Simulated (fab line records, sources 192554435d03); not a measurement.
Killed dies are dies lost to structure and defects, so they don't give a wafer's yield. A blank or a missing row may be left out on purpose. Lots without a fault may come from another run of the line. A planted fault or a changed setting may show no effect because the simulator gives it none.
Chamber matching | flow n5_finfet | N5_BEOL_M3_CO_CAP_55 on cvd_co-02: 3 sister chambers
The step material Co, precursor CCTBA/H2, target thk 2 nm, time 102.1 s. 6 wafers are shown with their chamber, then 12 later ones without.

WAFERS WITH THEIR CHAMBER
wafer  | chamber | heater_power_w (W)
L087.3 | 2       | 257
L088.3 | 1       | 227
L088.4 | 1       | 229
L089.2 | 0       | 217
L089.4 | 0       | 217
L089.5 | 2       | 255

WAFERS WITHOUT THEIR CHAMBER
wafer  | heater_power_w (W)
L090.1 | 214
L090.3 | 229
L090.5 | 227
L091.3 | 262
L091.5 | 235
L091.6 | 255
L092.1 | 256
L092.2 | 226
L092.3 | 228
L094.3 | 219
L094.5 | 256
L094.6 | 218

WHICH CHAMBER EACH WENT THROUGH
wafer  | from the rows above | in truth
L090.1 | 0                   | 0
L090.3 | 1                   | 1
L090.5 | 1                   | 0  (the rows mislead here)
L091.3 | 2                   | 2
L091.5 | 1                   | 1
L091.6 | 2                   | 2
L092.1 | 2                   | 2
L092.2 | 1                   | 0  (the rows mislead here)
L092.3 | 1                   | 1
L094.3 | 0                   | 0
L094.5 | 2                   | 2
L094.6 | 0                   | 0
Placed correctly: 10 of 12. Can't be placed from these rows: 0. Placed wrongly: 2.
How it was worked out, from the rows above alone: a wafer's distance from a chamber is the root of the sum, over the readings, of the square of ((its reading less the chamber's mean) divided by the reading's scatter). The wafer belongs to the nearest chamber; if the next one is less than 2 further off, it can't be placed. A chamber's mean is the mean of its shown wafers. The scatter: the root of (the sum of the squares of (reading less its chamber's mean) over the shown wafers, divided by (wafers less chambers)).
